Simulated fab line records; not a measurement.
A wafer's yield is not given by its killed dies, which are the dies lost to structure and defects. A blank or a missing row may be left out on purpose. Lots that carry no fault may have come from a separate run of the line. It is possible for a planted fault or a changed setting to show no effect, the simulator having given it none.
Chamber matching | flow nand-harc | rie-diel-06 running NHARC_A_STAIRCASE_DESCUM_11: 4 sister chambers
The step chemistry O2, time 3 s. 14 wafers are shown with their chamber, then 7 later ones without.

WAFERS WITH THEIR CHAMBER
wafer  | chamber | showerhead-plenum-p-Torr (Torr) | drypump-motor-current-A (A) | oes-product-au (a.u.)
L078.1 | 2       | 1.93                            | 5.0                         | 1.000
L078.2 | 0       | 1.88                            | 5.8                         | 0.999
L078.4 | 3       | 1.83                            | 5.9                         | 0.987
L077.3 | 3       | 1.83                            | 5.9                         | 1.001
L077.4 | 2       | 1.93                            | 5.0                         | 1.001
L077.5 | 0       | 1.88                            | 5.7                         | 1.014
L076.2 | 0       | 1.88                            | 5.8                         | 0.995
L076.5 | 2       | 1.93                            | 5.0                         | 0.985
L076.6 | 1       | 1.97                            | 5.8                         | 1.003
L083.2 | 0       | 1.87                            | 5.7                         | 0.996
L083.5 | 0       | 1.88                            | 5.7                         | 0.989
L083.6 | 3       | 1.83                            | 5.9                         | 0.993
L088.2 | 2       | 1.92                            | 5.1                         | 1.003
L088.4 | 3       | 1.82                            | 5.9                         | 1.001

SIGNATURES (means of the wafers above)
reading                  | chamber 0 | chamber 1 | chamber 2 | chamber 3 | scatter within a chamber
showerhead-plenum-p-Torr | 1.8780    | 1.9700    | 1.9275    | 1.8275    | 0.0048
drypump-motor-current-A  | 5.740     | 5.800     | 5.025     | 5.900     | 0.0442
oes-product-au           | 0.99860   | 1.00300   | 0.99725   | 0.99550   | 0.00832
Rule: a wafer lies at a distance from a chamber equal to the root of the sum of squares, over the readings, of (its reading less the chamber's mean, divided by the reading's scatter). The wafer belongs to the nearest chamber; if the next one is less than 2 further off, it can't be placed. The scatter: take each reading less its chamber's mean, square it, sum over the shown wafers, divide by the number of wafers less the number of chambers, and take the root.

WAFERS WITH NO CHAMBER GIVEN
wafer  | showerhead-plenum-p-Torr (Torr) | drypump-motor-current-A (A) | oes-product-au (a.u.)
L088.5 | 1.95                            | 5.8                         | 1.006
L090.1 | 1.87                            | 5.8                         | 0.999
L090.2 | 1.95                            | 5.7                         | 0.995
L090.3 | 1.82                            | 5.9                         | 0.999
L095.1 | 1.95                            | 5.8                         | 1.007
L095.2 | 1.82                            | 5.9                         | 1.014
L095.4 | 1.91                            | 5.0                         | 1.005

WHICH CHAMBER EACH ONE RAN IN
wafer  | from the rows above | in truth
L088.5 | 1                   | 1
L090.1 | 0                   | 0
L090.2 | 1                   | 1
L090.3 | 3                   | 3
L095.1 | 1                   | 1
L095.2 | 3                   | 3
L095.4 | 2                   | 2
7 of 7 placed correctly. From these rows, 0 cannot be placed. 0 placed wrongly.
